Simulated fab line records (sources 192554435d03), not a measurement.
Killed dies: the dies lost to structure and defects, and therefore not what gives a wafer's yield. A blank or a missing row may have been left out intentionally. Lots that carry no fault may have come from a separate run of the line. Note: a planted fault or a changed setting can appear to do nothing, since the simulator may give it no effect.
What tool caused it? + flow n5 finfet + 38 wafers from 13 lots sampled at 4 of the route's 1938 steps

== WHAT EACH GAUGE READ, for each wafer ==
The record lacks any reading of a measuring or inspecting step that a usual standard deviation could be used to judge.

== EACH LOT AND THE TOOL THAT RAN IT (in order: tool; ch and the chambers of the sampled wafers; start) ==
| lot  | N5_BEOL_M4_SPUTTER_90        | N5_BEOL_M4_SPUTTER_94        | N5_BEOL_M4_CMP_52             | N5_PASSIVATION_PROBE_49 |
|------|------------------------------|------------------------------|-------------------------------|-------------------------|
| L423 | pvd sputter-01, day 7 22:04  | pvd sputter-01, day 7 22:30  | cmp-04 ch 1,2,3, day 7 23:15  | -                       |
| L424 | pvd sputter-01, day 8 03:59  | pvd sputter-01, day 8 04:25  | cmp-02 ch 0,1,2, day 8 05:08  | -                       |
| L426 | pvd sputter-02, day 8 19:08  | pvd sputter-02, day 8 19:35  | cmp-01 ch 2,3, day 8 20:26    | -                       |
| L428 | pvd sputter-03, day 8 22:11  | pvd sputter-03, day 8 22:38  | cmp-04 ch 0,1,2, day 8 23:20  | -                       |
| L427 | pvd sputter-01, day 8 23:41  | pvd sputter-01, day 9 00:07  | cmp-04 ch 1,2,3, day 9 01:04  | -                       |
| L431 | pvd sputter-01, day 10 04:19 | pvd sputter-01, day 10 04:46 | cmp-04 ch 1,2, day 10 05:35   | prober-02, day 14 11:49 |
| L436 | pvd sputter-03, day 11 02:07 | pvd sputter-03, day 11 02:33 | cmp-01 ch 0,1,3, day 11 03:16 | -                       |
| L438 | pvd sputter-01, day 11 13:35 | pvd sputter-01, day 11 14:05 | cmp-02 ch 0,1,2, day 11 15:04 | -                       |
| L439 | pvd sputter-01, day 11 16:08 | pvd sputter-01, day 11 16:38 | cmp-01 ch 0,1,2, day 11 17:23 | -                       |
| L441 | pvd sputter-01, day 12 10:50 | pvd sputter-01, day 12 11:17 | cmp-02 ch 0,1,3, day 12 12:10 | prober-02, day 16 10:05 |
| L440 | pvd sputter-02, day 12 16:34 | pvd sputter-02, day 12 17:01 | cmp-01 ch 0,1,2, day 12 18:10 | -                       |
| L444 | pvd sputter-03, day 14 00:52 | pvd sputter-03, day 14 01:19 | cmp-01 ch 0,1, day 14 02:02   | -                       |
| L445 | pvd sputter-02, day 14 00:57 | pvd sputter-02, day 14 01:23 | cmp-04 ch 1,3, day 14 02:08   | -                       |
- N5_BEOL_M4_SPUTTER_90: material Cu, target thk 4.5 nm, time 8.29 s.
- N5_BEOL_M4_SPUTTER_94: material Cu, target thk 4.5 nm, time 8.29 s.
- N5_BEOL_M4_CMP_52: polishes, stops on SiOC, t overpolish 6.8 s, target thk 40 nm.
- N5_PASSIVATION_PROBE_49

== AS READ BY THE TOOLS THEMSELVES (means over the sampled wafers that have a number; for cases with no such wafer, the mark the record gives instead) ==
N5_BEOL_M4_SPUTTER_90.
| lot  | tool           | throttle valve pct (%) |
|------|----------------|------------------------|
| L423 | pvd sputter-01 | 31.0                   |
| L424 | pvd sputter-01 | 31.3                   |
| L426 | pvd sputter-02 | 31.2                   |
| L428 | pvd sputter-03 | 30.6                   |
| L427 | pvd sputter-01 | 31.3                   |
| L431 | pvd sputter-01 | 30.6                   |
| L436 | pvd sputter-03 | 30.4                   |
| L438 | pvd sputter-01 | 30.8                   |
| L439 | pvd sputter-01 | 31.2                   |
| L441 | pvd sputter-01 | 31.2                   |
| L440 | pvd sputter-02 | 31.2                   |
| L444 | pvd sputter-03 | 29.6                   |
| L445 | pvd sputter-02 | 31.3                   |

N5_BEOL_M4_SPUTTER_94.
| lot  | tool           | throttle valve pct (%) |
|------|----------------|------------------------|
| L423 | pvd sputter-01 | 31.2                   |
| L424 | pvd sputter-01 | 31.3                   |
| L426 | pvd sputter-02 | 31.0                   |
| L428 | pvd sputter-03 | 30.7                   |
| L427 | pvd sputter-01 | 31.3                   |
| L431 | pvd sputter-01 | 30.5                   |
| L436 | pvd sputter-03 | 30.3                   |
| L438 | pvd sputter-01 | 30.7                   |
| L439 | pvd sputter-01 | 31.4                   |
| L441 | pvd sputter-01 | 31.3                   |
| L440 | pvd sputter-02 | 31.1                   |
| L444 | pvd sputter-03 | 29.6                   |
| L445 | pvd sputter-02 | 31.1                   |

N5_BEOL_M4_CMP_52.
| lot  | tool   | barrier field endpoint s (s) | motor current A (A) | overpolish run s (s) | time to endpoint s (s) |
|------|--------|------------------------------|---------------------|----------------------|------------------------|
| L423 | cmp-04 | 24.8                         | 6.4                 | 6.798                | 61.3                   |
| L424 | cmp-02 | 24.0                         | 6.7                 | 6.810                | 62.9                   |
| L426 | cmp-01 | 24.6                         | 6.2                 | 6.802                | 62.5                   |
| L428 | cmp-04 | 24.2                         | 6.1                 | 6.803                | 61.9                   |
| L427 | cmp-04 | 23.8                         | 6.1                 | 6.804                | 60.9                   |
| L431 | cmp-04 | 18.6                         | 6.1                 | 6.798                | 45.8                   |
| L436 | cmp-01 | 23.7                         | 6.5                 | 6.798                | 60.3                   |
| L438 | cmp-02 | 24.4                         | 6.6                 | 6.806                | 63.1                   |
| L439 | cmp-01 | 24.5                         | 6.4                 | 6.796                | 59.2                   |
| L441 | cmp-02 | 23.8                         | 6.5                 | 6.797                | 60.6                   |
| L440 | cmp-01 | 24.4                         | 6.4                 | 6.799                | 59.2                   |
| L444 | cmp-01 | 24.9                         | 6.6                 | 6.793                | 64.8                   |
| L445 | cmp-04 | 24.7                         | 6.0                 | 6.803                | 64.6                   |

N5_PASSIVATION_PROBE_49.
| lot  | tool      | defect limited yield (%) | killed_at_M0_to_M3 | killed_at_M4_up | killed at contacts | killed at front end | killed at other | killed dies | killed open | killed short | sort_bin_5_function (%) | sort_bin_6_memory (%) | sort n pass | sort yield pct (%) |
|------|-----------|--------------------------|--------------------|-----------------|--------------------|---------------------|-----------------|-------------|-------------|--------------|-------------------------|-----------------------|-------------|--------------------|
| L431 | prober-02 | 91.8                     | 24                 | 12              | 14                 | 47                  | 1.0             | 98          | 60          | 36           | 5.0                     | 3.0                   | 1082        | 91.8               |
| L441 | prober-02 | 92.8                     | 21                 | 17              | 12                 | 34                  | 1.7             | 86          | 58          | 27           | 4.3                     | 2.8                   | 1094        | 92.8               |

== THE ANSWER, worked out from the rows above alone ==
Rule: the usual values come from the lots themselves. The widest of any qualifying gaps counts: lots, ordered by their means at a reading, are off when they make up no more than a third of the lots, leave a main group of 4 or more, and stand apart from it by 3 or more times the standard deviation of that group's means. If all means in a main group match to the digits the tables above print for the reading, that group is not used. Also off: a lot with no number at a reading for which 4 or more lots have one. Where the step has rows for the other lots, those lots are counted as sound. The gauges are gone through in route order, then the tools' own readings, and for those a lot's mean is taken as printed above. The first step at which some lot is off is used, and at that step the reading that is off furthest; a lot without a number counts as furthest.
Off: L431 (N5_BEOL_M4_CMP_52, barrier field endpoint s). The main group: mean 24.3 s, standard deviation 0.4.
A tool fits if, at that step or a process step before it, it ran every lot that is off, and no sound lot after the first of them. Not one of the candidates tried fits.

== WHAT THE SIMULATOR HAD PUT IN ==
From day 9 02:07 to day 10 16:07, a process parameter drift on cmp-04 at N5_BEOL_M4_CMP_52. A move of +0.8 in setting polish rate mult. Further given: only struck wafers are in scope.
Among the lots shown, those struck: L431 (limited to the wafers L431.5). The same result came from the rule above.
